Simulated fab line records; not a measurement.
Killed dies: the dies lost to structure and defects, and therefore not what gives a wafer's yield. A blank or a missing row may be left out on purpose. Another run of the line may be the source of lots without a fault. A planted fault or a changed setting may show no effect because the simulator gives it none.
fab line records	flow nand_harc
record lots=6	wafers=18	last_day=23
route steps=1159 shown A_STAIRCASE@664 END@1159
lots untouched by any fault: they come from a run of this same line in which no faults occurred
start_h: start of the lot's first displayed wafer, in hours after the record's first day	wait_h: hours from the lot's prior step to this one	" unchanged from the row above	L1.1+2: a single row standing in for several wafers	- no value, or no start given	* or withheld: withheld	< > ~ a bound
route shown NAME@n: a module of which the file shows steps, and the number in the route of the first	usual: mean/standard deviation taken from wafers without a fault	same: alike in all rows	chamber/n: place in a boat	sites: readings site by site	_std_site: how widely they spread, as a standard deviation	_edge_site: outer sites' mean less inner sites'	radius_mm: for every site, how far away it sits from the centre of the wafer	mask NAME#n: copy n	behind: the last tool/chamber to shape the wafer	hold: why the lot was held/for how many hours/how that ended	device: whichever transistor did not switch (one of n, p or np)	end of line: the route-end tests of the same wafers	step lacking rows: just its recipe	killed: at the first sort, the dies lost to defects and structure; wafer yield is something else	map: a wafer's dies, x killed, . not, _ none there
set.NAME: setting as actually run; set.NAME@STEP: the setting as run at that earlier step	model.NAME: the simulator's own value behind a step, which no gauge read
lots at selected steps of the route; one table per step, one row per wafer
services: from which hour (start_h, from the record's first day; less than 0 if before it) a tool's chamber was out of use, for how many hours, and why
## steps
# step NHARC_A_STAIRCASE_DESCUM_291
# recipe time_s=3	o2_flow_sccm=200	ar_flow_sccm=0	bias_power_w=0	chemistry=O2
# usual drypump_motor_current_A=5.6/0.43	mfc_ar_sccm=0.013/0.012	oes_product_au=0.998/0.013	rf_vpp_V=57.6/0.83	showerhead_plenum_p_Torr=1.91/0.095	throttle_valve_pct=11.312/0.009
lot.wafer	tool	chamber	start_h	wait_h	drypump_motor_current_A	mfc_ar_sccm	oes_product_au	rf_hours_counter_h	rf_vpp_V	showerhead_plenum_p_Torr	throttle_valve_pct
L434.2	rie_diel-01	1	247.66	-	5.3	0.019	1.022	33	58.2	2.07	11.322
L434.5	"	2	"	"	6.1	0	1.004	-	58.5	1.95	11.321
L434.6	"	3	"	"	5.0	0.030	0.991	-	56.7	1.81	11.307
L437.2	rie_diel-01	3	276.27	-	5.0	0.030	0.996	44	57.6	1.81	11.314
L437.1	"	2	"	"	6.1	0	1.018	44	57.6	1.95	11.307
L437.5	"	0	"	"	5.8	0	0.995	-	57.9	1.97	11.304
L445.2	rie_diel-01	3	331.61	-	5.0	0.030	0.987	3	57.9	1.80	11.326
L445.4	"	3	"	"	5.0	0.030	0.991	-	57.6	1.80	11.317
L445.5	"	0	"	"	5.8	0	0.974	-	59.4	1.96	11.331
L448.3	rie_diel-04	1	342.24	-	6.0	0.026	1.009	21	55.9	1.93	11.300
L448.2	"	3	"	"	5.6	0	0.971	18	57.8	1.93	11.293
L448.6	"	1	"	"	6.0	0.026	1.014	-	57.4	1.93	11.311
L450.3	rie_diel-04	3	348.18	-	5.6	0	0.998	19	57.8	1.93	11.296
L450.1	"	1	"	"	5.9	0.026	1.010	23	58.1	1.93	11.305
L450.5	"	3	"	"	5.6	0	0.987	-	59.3	1.93	11.318
L452.3	rie_diel-04	2	364.68	-	5.4	0.027	0.993	29	56.6	1.87	11.322
L452.4	"	0	"	"	5.0	0.011	1.013	29	57.8	2.00	11.310
L452.5	"	1	"	"	5.9	0.026	1.014	-	57.7	1.93	11.310
# step NHARC_A_STAIRCASE_ETCH_292
# recipe cf4_flow_sccm=100	chf3_flow_sccm=30	ar_flow_sccm=0	rf_w=500	bias_w=200	chemistry=CF4/CHF3
# step NHARC_A_STAIRCASE_HM_OPEN_460
# recipe o2_flow_sccm=400	cos_flow_sccm=20	ar_flow_sccm=0	rf_w=500	bias_w=300	chemistry=O2/COS
# step NHARC_A_STAIRCASE_STRIP_461
# recipe o2_flow_sccm=400	cos_flow_sccm=20	ar_flow_sccm=0	bias_w=0	chemistry=O2/COS
# step NHARC_A_STAIRCASE_ETCH_452
# recipe target_depth_a=300	overetch_a=30	time_s=16.5	ion_energy_ev=100	cf4_flow_sccm=80	o2_flow_sccm=20	ar_flow_sccm=0	rf_w=300	bias_w=100	chemistry=CF4/O2
# step NHARC_A_STAIRCASE_ETCH_294
# recipe target_depth_a=49920	time_s=1212.4	ion_energy_ev=800	c4f8_flow_sccm=80	o2_flow_sccm=60	ar_flow_sccm=withheld	rf_w=600	bias_w=3000	chemistry=C4F8/O2/Ar
# step NHARC_A_STAIRCASE_STRIP_295
# recipe o2_flow_sccm=500	ar_flow_sccm=0	bias_w=0	chemistry=O2
# usual drypump_motor_current_A=5.6/0.44	mfc_ar_sccm=0.012/0.012	oes_product_au=0.999/0.014	rf_vpp_V=57.8/0.91	showerhead_plenum_p_Torr=3.52/0.16	throttle_valve_pct=17.035/0.01
lot.wafer	tool	chamber	start_h	wait_h	drypump_motor_current_A	mfc_ar_sccm	oes_product_au	rf_hours_counter_h	rf_vpp_V	showerhead_plenum_p_Torr	throttle_valve_pct
L434.2	rie_diel-01	3	-	-	5.0	0.030	0.985	34	56.2	3.35	17.034
L434.5	"	1	"	"	5.3	0.019	1.025	-	57.3	3.79	17.027
L434.6	"	2	"	"	6.1	0	1.011	-	56.7	3.60	17.029
L437.1	rie_diel-01	3	-	-	5.0	0.030	0.997	46	56.4	3.34	17.024
L437.2	"	2	"	"	6.1	0	1.021	46	57.4	3.59	17.036
L437.5	"	0	"	"	5.8	0	0.995	-	58.5	3.62	17.051
L445.4	rie_diel-01	0	-	-	5.8	0	0.978	5	58.5	3.61	17.041
L445.2	"	1	"	"	5.3	0.019	0.998	4	57.5	3.77	17.028
L445.5	"	2	"	"	6.2	0	1.010	-	59.9	3.58	17.032
L448.2	rie_diel-04	3	-	-	5.6	0	0.980	19	55.4	3.55	17.036
L448.3	"	0	"	"	5.0	0.011	0.997	21	58.9	3.69	17.024
L448.6	"	1	"	"	5.9	0.026	1.020	-	57.8	3.56	17.024
L450.3	rie_diel-04	0	-	-	5.0	0.011	0.994	23	57.9	3.69	17.052
L450.1	"	2	"	"	5.4	0.027	1.008	23	56.3	3.45	17.020
L450.5	"	0	"	"	5.0	0.011	1.003	-	59.4	3.69	17.044
L452.3	rie_diel-04	2	-	-	5.4	0.027	0.994	30	57.9	3.45	17.025
L452.4	"	0	"	"	5.0	0.011	0.999	30	57.8	3.68	17.054
L452.5	"	2	"	"	5.4	0.027	0.990	-	57.4	3.45	17.048
# step NHARC_A_STAIRCASE_STRIP_296
# recipe time_s=900	temp_c=130	chemistry=SPM
# step NHARC_A_STAIRCASE_PRECLEAN_297
# recipe time_s=*	temp_c=50	bath_age_min=0	chemistry=SC1
# step NHARC_A_STAIRCASE_SRD_298
# step NHARC_A_STAIRCASE_HM_DEP_462
# recipe target_thk_a=8000	temp_c=400	material=aC
# step NHARC_A_STAIRCASE_DEP_301
# recipe target_thk_a=300	target_thk_nm=30	temp_c=400	pressure_torr=3.5	flow_sccm=200	rf_w=350	material=SiON
# usual heater_power_w=817/110	showerhead_vpp_V=1176/61
lot.wafer	tool	chamber	start_h	wait_h	heater_power_w	showerhead_vpp_V
L434.2	pecvd-04	2	254.39	1.8	662	1178
L434.5	"	0	"	"	712	1118
L434.6	"	2	"	"	618	1170
L437.1	pecvd-04	1	281.83	1.6	709	1217
L437.2	"	2	"	"	690	1168
L437.5	"	1	"	"	718	1198
L445.2	pecvd-03	1	336.76	1.8	802	1092
L445.5	"	0	"	"	796	1105
L445.4	"	1	"	"	828	1088
L448.3	pecvd-01	2	347.50	0.9	943	1166
L448.2	"	1	"	"	791	1163
L448.6	"	1	"	"	783	1147
L450.3	pecvd-01	0	353.11	0.9	1026	1223
L450.1	"	1	"	"	878	1167
L450.5	"	2	"	"	893	1147
L452.3	pecvd-01	0	371.55	0.9	876	1212
L452.5	"	0	"	"	890	1243
L452.4	"	2	"	"	909	1172
# step NHARC_A_STAIRCASE_DEHYDRATE_302
# recipe temp_c=150	time_s=120
# step NHARC_A_STAIRCASE_HMDS_303
# recipe time_s=30
# step NHARC_A_STAIRCASE_COAT_304
# recipe spin_rpm=1200
# step NHARC_A_STAIRCASE_SOFTBAKE_305
# recipe temp_c=135	time_s=170
# step NHARC_A_STAIRCASE_EBR_306
# step NHARC_A_STAIRCASE_EXPOSE_307
# recipe na=0.5	dose_mj=45.72	mask_id=CHOP_50
# step NHARC_A_STAIRCASE_PEB_308
# recipe peb_temp_c=115	peb_time_s=130
# step NHARC_A_STAIRCASE_DEVELOP_309
# recipe time_s=140
# step NHARC_A_STAIRCASE_HARDBAKE_311
# recipe temp_c=120	time_s=140
# step NHARC_A_STAIRCASE_DESCUM_312
# recipe time_s=3	o2_flow_sccm=200	ar_flow_sccm=0	bias_power_w=0	chemistry=O2
# usual drypump_motor_current_A=5.7/0.45	mfc_ar_sccm=0.011/0.01	oes_product_au=0.997/0.014	rf_vpp_V=57.8/0.95	showerhead_plenum_p_Torr=1.89/0.098	throttle_valve_pct=11.312/0.0094
lot.wafer	tool	chamber	start_h	wait_h	drypump_motor_current_A	mfc_ar_sccm	oes_product_au	rf_hours_counter_h	rf_vpp_V	showerhead_plenum_p_Torr	throttle_valve_pct
L434.2	rie_diel-01	3	255.31	-	5.0	0.030	0.987	37	58.3	1.81	11.303
L434.6	"	3	"	"	5.0	0.030	0.987	-	58.7	1.81	11.334
L434.5	"	0	"	"	5.8	0	0.991	-	56.7	1.97	11.304
L437.1	rie_diel-01	0	282.79	-	5.8	0	0.986	45	57.9	1.97	11.298
L437.2	"	3	"	"	5.0	0.030	0.992	47	58.6	1.81	11.321
L437.5	"	1	"	"	5.3	0.019	1.013	-	57.4	2.06	11.303
L445.4	rie_diel-01	3	337.74	-	5.0	0.030	0.992	7	56.2	1.80	11.308
L445.2	"	0	"	"	5.8	0	0.986	7	59.2	1.96	11.315
L445.5	"	1	"	"	5.3	0.019	1.001	-	58.4	2.05	11.315
L448.2	rie_diel-04	3	348.48	-	5.6	0	0.980	19	57.0	1.93	11.314
L448.3	"	0	"	"	5.0	0.011	0.995	21	57.7	2.01	11.315
L448.6	"	0	"	"	5.0	0.011	0.991	-	57.8	2.01	11.313
L450.1	rie_diel-04	2	354.11	-	5.4	0.027	0.990	25	56.1	1.87	11.312
L450.3	"	3	"	"	5.6	0	0.985	24	59.4	1.93	11.303
L450.5	"	2	"	"	5.4	0.027	0.995	-	58.2	1.87	11.322
L452.4	rie_diel-04	2	372.41	-	5.4	0.027	0.978	32	58.4	1.87	11.303
L452.3	"	3	"	"	5.6	0	0.974	30	58.7	1.92	11.338
L452.5	"	3	"	"	5.6	0	0.981	-	59.6	1.92	11.319
# step NHARC_A_STAIRCASE_ETCH_313
# recipe cf4_flow_sccm=100	chf3_flow_sccm=30	ar_flow_sccm=0	rf_w=500	bias_w=200	chemistry=CF4/CHF3
# usual drypump_motor_current_A=5.7/0.45	mfc_ar_sccm=0.012/0.011	oes_product_au=0.932/0.021	rf_vpp_V=369.7/2.7	showerhead_plenum_p_Torr=1.55/0.073	throttle_valve_pct=16.802/0.0083
lot.wafer	tool	chamber	start_h	wait_h	drypump_motor_current_A	mfc_ar_sccm	oes_product_au	rf_hours_counter_h	rf_vpp_V	showerhead_plenum_p_Torr	throttle_valve_pct
L434.2	rie_diel-01	3	255.43	0.1	5.0	0.030	0.913	37	368.4	1.49	16.793
L434.6	"	2	"	"	6.1	0	0.939	-	373.9	1.60	16.794
L434.5	"	3	"	"	5.0	0.030	0.917	-	368.2	1.49	16.808
L437.2	rie_diel-01	3	282.87	0.1	5.0	0.030	0.912	47	367.0	1.49	16.809
L437.1	"	0	"	"	5.8	0	0.919	45	372.3	1.62	16.805
L437.5	"	0	"	"	5.8	0	0.919	-	371.7	1.62	16.800
L445.2	rie_diel-01	3	337.88	0.1	5.0	0.030	0.911	7	366.5	1.49	16.794
L445.4	"	0	"	"	5.8	0	0.914	7	371.2	1.61	16.800
L445.5	"	1	"	"	5.3	0.019	0.918	-	374.0	1.68	16.788
L448.3	rie_diel-04	3	348.73	0.2	5.6	0	0.910	20	372.4	1.58	16.787
L448.2	"	0	"	"	5.0	0.011	0.930	22	372.2	1.65	16.800
L448.6	"	2	"	"	5.4	0.027	0.923	-	368.9	1.54	16.801
L450.1	rie_diel-04	1	354.19	0.1	6.0	0.026	0.944	26	370.6	1.59	16.810
L450.3	"	2	"	"	5.4	0.027	0.920	25	370.7	1.54	16.796
L450.5	"	1	"	"	5.9	0.026	0.935	-	370.4	1.59	16.804
L452.3	rie_diel-04	2	372.49	0.1	5.4	0.027	0.920	32	368.7	1.54	16.797
L452.4	"	3	"	"	5.6	0	0.897	30	371.7	1.58	16.805
L452.5	"	3	"	"	5.6	0	0.912	-	369.6	1.58	16.808
# step NHARC_A_STAIRCASE_HM_OPEN_463
# recipe o2_flow_sccm=400	cos_flow_sccm=20	ar_flow_sccm=0	rf_w=500	bias_w=300	chemistry=O2/COS
# step NHARC_A_STAIRCASE_STRIP_464
# recipe o2_flow_sccm=400	cos_flow_sccm=20	ar_flow_sccm=0	bias_w=0	chemistry=O2/COS
# step NHARC_A_STAIRCASE_ETCH_453
# recipe target_depth_a=300	overetch_a=30	time_s=16.5	ion_energy_ev=100	cf4_flow_sccm=80	o2_flow_sccm=20	ar_flow_sccm=0	rf_w=300	bias_w=100	chemistry=CF4/O2
# usual drypump_motor_current_A=5.7/0.46	mfc_ar_sccm=0.011/0.011	oes_product_au=0.998/0.014	rf_vpp_V=197.5/1.6	showerhead_plenum_p_Torr=1.32/0.066	throttle_valve_pct=13.399/0.0089
lot.wafer	tool	chamber	start_h	wait_h	drypump_motor_current_A	mfc_ar_sccm	oes_product_au	rf_hours_counter_h	rf_vpp_V	showerhead_plenum_p_Torr	throttle_valve_pct
L434.2	rie_diel-01	1	-	-	5.3	0.019	1.014	36	198.7	1.44	13.388
L434.5	"	3	"	"	5.0	0.030	0.997	-	195.3	1.26	13.399
L434.6	"	0	"	"	5.8	0	0.989	-	198.6	1.37	13.397
L437.1	rie_diel-01	0	-	-	5.8	0	0.983	45	199.7	1.37	13.403
L437.2	"	2	"	"	6.2	0	1.014	47	198.2	1.36	13.397
L437.5	"	3	"	"	5.0	0.030	0.995	-	197.1	1.26	13.396
L445.4	rie_diel-01	1	-	-	5.3	0.019	0.999	7	200.7	1.43	13.403
L445.2	"	0	"	"	5.8	0	0.976	8	197.7	1.37	13.392
L445.5	"	1	"	"	5.3	0.019	0.989	-	200.0	1.43	13.391
L448.2	rie_diel-04	3	-	-	5.6	0	0.994	21	197.5	1.34	13.390
L448.3	"	2	"	"	5.4	0.027	0.998	23	196.2	1.31	13.405
L448.6	"	3	"	"	5.6	0	0.984	-	199.3	1.34	13.390
L450.3	rie_diel-04	0	-	-	5.0	0.011	1.003	26	199.2	1.40	13.408
L450.1	"	1	"	"	5.9	0.026	1.019	26	197.4	1.35	13.390
L450.5	"	0	"	"	5.0	0.011	1.013	-	198.9	1.40	13.406
L452.4	rie_diel-04	1	-	-	5.9	0.026	1.018	33	197.6	1.35	13.392
L452.3	"	0	"	"	5.0	0.011	0.999	32	199.8	1.40	13.402
L452.5	"	1	"	"	5.9	0.026	1.013	-	196.9	1.35	13.401
# step NHARC_A_STAIRCASE_ETCH_315
# recipe target_depth_a=25000	time_s=607.1	ion_energy_ev=800	c4f8_flow_sccm=80	o2_flow_sccm=60	ar_flow_sccm=withheld	rf_w=600	bias_w=3000	chemistry=C4F8/O2/Ar
# step NHARC_A_STAIRCASE_STRIP_316
# recipe o2_flow_sccm=500	ar_flow_sccm=0	bias_w=0	chemistry=O2
# step NHARC_A_STAIRCASE_STRIP_317
# recipe time_s=900	temp_c=130	chemistry=SPM
# step NHARC_A_STAIRCASE_PRECLEAN_318
# recipe time_s=*	temp_c=50	bath_age_min=0	chemistry=SC1
# step NHARC_A_STAIRCASE_SRD_329
# step NHARC_A_STAIRCASE_ALD_415
# recipe target_thk_a=300	pulse_time_s=6	ald_cycles=300	temp_c=300	material=SiO2
# step NHARC_A_STAIRCASE_ETCHBACK_416
# recipe target_depth_a=360	time_s=7.2	c4f8_flow_sccm=withheld	o2_flow_sccm=8	ar_flow_sccm=withheld	rf_w=600	bias_w=800	chemistry=C4F8/O2/Ar
# step NHARC_A_STAIRCASE_STRIP_476
# recipe time_s=20	o2_flow_sccm=500	ar_flow_sccm=0	bias_w=0	chemistry=O2
# step NHARC_A_STAIRCASE_DEP_417
# recipe target_thk_a=600	step_coverage_pct=20	temp_c=400	target_thk_nm=60	flow_sccm=200	rf_w=450	material=Si3N4
# step NHARC_A_STAIRCASE_WET_418
# recipe temp_c=160	target_depth_a=200	chemistry=H3PO4
# step NHARC_A_STAIRCASE_PRECLEAN_419
# recipe time_s=*	temp_c=50	bath_age_min=0	chemistry=SC1
# step NHARC_A_STAIRCASE_SRD_421
# step NHARC_A_STAIRCASE_ALD_420
# recipe target_thk_a=200	pulse_time_s=6	ald_cycles=200	temp_c=300	material=SiO2
# step NHARC_END_SORT_01
# recipe temp_c=25
# usual killed_at_array=31/11	killed_at_other=0.5/0.78	killed_at_periphery=3.0/2	killed_dies=34/12	killed_open=3.2/2	killed_short=1.9/1.6
# same gross_dies=677
lot.wafer	tool	chamber	start_h	wait_h	killed_at_array	killed_at_other	killed_at_periphery	killed_dies	killed_open	killed_short
L437.1	prober-01	0	461.27	2.5	49	1	6	56	4	3
L437.2	prober-01	0	462.05	2.8	43	0	2	45	2	1
L437.5	prober-01	0	464.42	3.6	50	1	5	56	3	3
L445.2	prober-01	0	510.81	2.8	17	1	4	22	3	2
L445.4	prober-01	0	512.39	3.4	8	0	3	11	1	2
L445.5	prober-01	0	513.19	3.7	18	3	4	25	4	3
L450.1	prober-02	0	540.83	2.5	78	0	2	80	1	2
L450.3	prober-02	0	542.41	3.1	102	0	1	103	2	3
L450.5	prober-02	0	543.99	3.7	89	0	2	91	2	1
L452.3	prober-01	0	558.08	3.1	80	0	2	82	5	0
L452.4	prober-01	0	558.87	3.4	70	0	3	73	6	1
L452.5	prober-01	0	559.66	3.7	88	1	3	92	7	2
# killed by level:class
L437.1 A_CHANNEL_HOLE_D1:chamber_film_flake=17 A_SLIT:chamber_film_flake=17 A_CONTACT:chamber_film_flake=7 P_GATE:chamber_film_flake=4 A_STAIRCASE:chamber_film_flake=3 A_SGD_CUT:geometric_particle:short=2 P_M1:geometric_particle:open=1 A_ONON_D1:geometric_particle:short=1
L437.2 A_SLIT:chamber_film_flake=18 A_CHANNEL_HOLE_D1:chamber_film_flake=12 A_CONTACT:chamber_film_flake=10 A_CONTACT:geometric_particle:open=2 A_ONON_D1:geometric_particle:short=1 P_STI:chamber_film_flake=1 P_GATE:chamber_film_flake=1
L437.5 A_CHANNEL_HOLE_D1:chamber_film_flake=16 A_SLIT:chamber_film_flake=14 A_CONTACT:chamber_film_flake=11 P_GATE:chamber_film_flake=3 A_STAIRCASE:chamber_film_flake=3 A_WL_FILL:chamber_film_flake=2 P_M1:geometric_particle:open=1 P_M2:geometric_particle:open=1
L445.2 A_CHANNEL_HOLE_D1:chamber_film_flake=6 A_CONTACT:chamber_film_flake=4 A_CHANNEL_FILL_D1:geometric_particle:short=2 P_M1:chamber_film_flake=2 A_STAIRCASE:chamber_film_flake=2 P_CONTACT:geometric_particle:open=1 A_SOURCE_PLATE:geometric_particle:open=1 A_M0:geometric_particle:open=1
L445.4 A_CHANNEL_HOLE_D1:chamber_film_flake=3 P_M1:chamber_film_flake=2 A_CONTACT:chamber_film_flake=2 P_GATE:geometric_particle:short=1 A_WL_FILL:geometric_particle:short=1 A_BLC:geometric_particle:open=1 A_STAIRCASE:chamber_film_flake=1
L445.5 A_CHANNEL_HOLE_D1:chamber_film_flake=6 A_CONTACT:chamber_film_flake=3 THIN_TSV:chamber_film_flake=3 A_WL_FILL:geometric_particle:short=2 A_CONTACT:geometric_particle:open=2 P_M1:chamber_film_flake=2 A_STAIRCASE:chamber_film_flake=2 P_CONTACT:geometric_particle:open=1
L450.1 A_STAIRCASE:unspecified=43 A_SLIT:chamber_film_flake=20 A_CHANNEL_HOLE_D1:chamber_film_flake=6 A_CONTACT:chamber_film_flake=6 P_M2:geometric_particle:open=1 A_SOURCE_PLATE:geometric_particle:short=1 P_ZERO_WELL:chamber_film_flake=1 A_BLC:geometric_particle:short=1
L450.3 A_STAIRCASE:unspecified=66 A_SLIT:chamber_film_flake=17 A_CHANNEL_HOLE_D1:chamber_film_flake=6 A_CONTACT:chamber_film_flake=6 A_CHANNEL_FILL_D1:chamber_film_flake=2 A_SOURCE_PLATE:geometric_particle:open=1 A_SOURCE_PLATE:geometric_particle:short=1 A_ONON_D1:geometric_particle:short=1
L450.5 A_STAIRCASE:unspecified=54 A_SLIT:chamber_film_flake=17 A_CONTACT:chamber_film_flake=10 A_CHANNEL_HOLE_D1:chamber_film_flake=4 A_STAIRCASE:chamber_film_flake=2 P_CONTACT:geometric_particle:open=1 A_ONON_D1:geometric_particle:open=1 A_ONON_D1:geometric_particle:short=1
L452.3 A_STAIRCASE:unspecified=67 A_CHANNEL_HOLE_D1:chamber_film_flake=5 A_SGD_CUT:chamber_film_flake=3 A_ONON_D1:geometric_particle:open=2 P_M0:geometric_particle:open=1 A_SGD_CUT:geometric_particle:open=1 A_M1:geometric_particle:open=1 P_ZERO_WELL:chamber_film_flake=1
L452.4 A_STAIRCASE:unspecified=56 A_SGD_CUT:chamber_film_flake=4 A_CONTACT:chamber_film_flake=3 P_CONTACT:geometric_particle:open=2 A_CHANNEL_HOLE_D1:chamber_film_flake=2 P_GATE:geometric_particle:short=1 A_ONON_D1:geometric_particle:open=1 A_CHANNEL_FILL_D1:geometric_particle:open=1
L452.5 A_STAIRCASE:unspecified=62 A_CHANNEL_HOLE_D1:chamber_film_flake=9 A_CONTACT:geometric_particle:open=3 A_SGD_CUT:chamber_film_flake=3 A_WL_FILL:chamber_film_flake=3 A_CONTACT:chamber_film_flake=2 P_CONTACT:geometric_particle:open=1 P_M2:geometric_particle:short=1
# map L450.3 (x killed, . not)
____________.____________
_________......._________
_______x.........._______
______.............______
_____..............._____
____.................____
____.....x...........____
___...................___
___...................___
__.....x...............__
__.x.........x....x....__
_...............x......._
_.....x................._
_............x....x...x._
_...........x...xxx....._
_......x.........xx.x..._
...................xx....
.................x.......
..............x.x.x.x....
.........................
.........................
_......................._
_......................._
_......x.........x......_
_...............x......._
_.............x........._
__..............x..x...__
__........xxxx.........__
___....xxxxx.x........___
___.....xxxxxx........___
____..xxxxxxxxx.....x____
____...xxxxxxxx......____
_____xxxxxxxxxx.x..._____
______xxxxxxxxx..x.______
_______xxxxxxxx.x._______
_________xxxxxx._________
____________x____________
# map L452.5 (x killed, . not)
____________.____________
_________..x...._________
_______.........x._______
______...x.........______
_____..............._____
____...........x.....____
____.................____
___...................___
___...................___
__.....................__
__.........x...........__
_.......x..............._
_.....x................._
_........x.........x...._
_.x....................._
_x......................_
.........................
x...................x....
.........................
.........................
........x................
_......................._
_......x................_
_.................xx.x.._
_x......................_
_...............xx..x..._
__........x............__
__......x....x...x..x..__
___.....xxx...........___
___....xxxxxxx..x.....___
____..xxxxxxxx.....x.____
____..xxxxxxxxx...x..____
_____..xxxxxxxxx.x.._____
______xxxxxxxxx....______
_______xxxxxxxxx.._______
_________xxxxxx._________
____________x____________
## services
tool	chamber	start_h	hours	kind
pecvd-01	-	237.06	13.0	pm
rie_diel-04	0	244.86	-	clean
rie_diel-04	1	244.86	-	clean
rie_diel-04	2	244.86	-	clean
rie_diel-04	3	244.86	-	clean
rie_diel-01	0	245.05	-	clean
rie_diel-01	1	245.05	-	clean
rie_diel-01	2	245.05	-	clean
rie_diel-01	3	245.05	-	clean
pecvd-03	0	253.10	7.8	repair
pecvd-01	-	254.33	0.4	repair
pecvd-04	-	256.21	0.8	repair
rie_diel-01	2	263.02	6.3	repair
rie_diel-04	0	269.44	-	clean
rie_diel-04	1	269.44	-	clean
rie_diel-04	2	269.44	-	clean
rie_diel-04	3	269.44	-	clean
rie_diel-01	0	269.98	-	clean
rie_diel-01	3	272.30	2.7	repair
rie_diel-04	-	288.97	9.0	pm
pecvd-03	-	292.61	13.0	pm
rie_diel-01	-	314.81	9.0	pm
rie_diel-01	2	323.83	8.6	repair
pecvd-04	2	358.48	14.3	repair
## key
first_sign step=NHARC_END_SORT_01	reading=killed_at_array	direction=up	sigmas=4.9	usual=31	struck=84
effect step=NHARC_END_SORT_01	reading=killed_dies	direction=up	sigmas=4.6	usual=34	struck=87
more_kills_born_at NHARC_A_STAIRCASE_DEP_301@pecvd-01=348
met_at NHARC_A_STAIRCASE_DEP_301
struck_wafers L450.1,L450.3,L450.5,L452.3,L452.4,L452.5
tester_left_out L450,L452
onset_between 347.50 353.11
fault kind=chamber_particle_source	tool=pecvd-01	chamber=-	onset_h=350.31	steps=NHARC_A_STAIRCASE_DEP_301	rate_per_visit_cm2=1.2814	end_h=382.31
# tester_left_out: of these lots the tester's yield and bins aren't shown, on N5 and GAA mostly nor the transistor test; their killed dies are dies lost to structure and defects alone, not to doping, threshold or leakage, so they don't give the yield
